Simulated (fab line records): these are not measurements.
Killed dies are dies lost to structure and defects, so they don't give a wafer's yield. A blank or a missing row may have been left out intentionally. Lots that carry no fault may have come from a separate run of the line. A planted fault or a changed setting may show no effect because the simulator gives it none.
Matching of chambers | flow nand_harc | 4 sister chambers for NHARC_A_BLC_ALD_23 on ald_metal-03
The step deposits TiN, target thk 3 nm, pulse time 1 s, ald cycles 150. 4 wafers are shown with their chamber, then 7 later ones without.

== WAFERS WITH THEIR CHAMBER ==
wafer  | chamber | heater_power_w (W)
L082.6 | 0       | 1429
L080.4 | 1       | 1313
L089.2 | 3       | 1199
L089.4 | 2       | 1139

== WAFERS WHOSE CHAMBER IS MISSING ==
wafer  | heater_power_w (W)
L089.5 | 1166
L093.3 | 1132
L093.5 | 1286
L093.6 | 1175
L094.1 | 1159
L094.4 | 1183
L094.5 | 1179

== WHICH CHAMBER EACH ONE RAN IN ==
wafer  | from the rows above     | in truth
L089.5 | can't be placed: 2 or 3 | 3
L093.3 | 2                       | 2
L093.5 | 1                       | 1
L093.6 | can't be placed: 3 or 2 | 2
L094.1 | can't be placed: 2 or 3 | 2
L094.4 | can't be placed: 3 or 2 | 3
L094.5 | can't be placed: 3 or 2 | 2
2 of 7 placed correctly. From these rows, 5 cannot be placed; in 5 the true chamber is one of the candidates. 0 placed wrongly.
How it was worked out, from the rows above alone: a wafer's distance from a chamber is the root of the sum, over the readings, of the square of ((its reading less the chamber's mean) divided by the reading's scatter). If the next closest chamber is less than 2 further off than the closest, the wafer can't be placed; otherwise it belongs to the closest. The mean given for a chamber averages the wafers shown for that chamber. The scatter: root of mean squared gap, hidden wafer to nearest shown wafer, with one shown wafer a chamber.
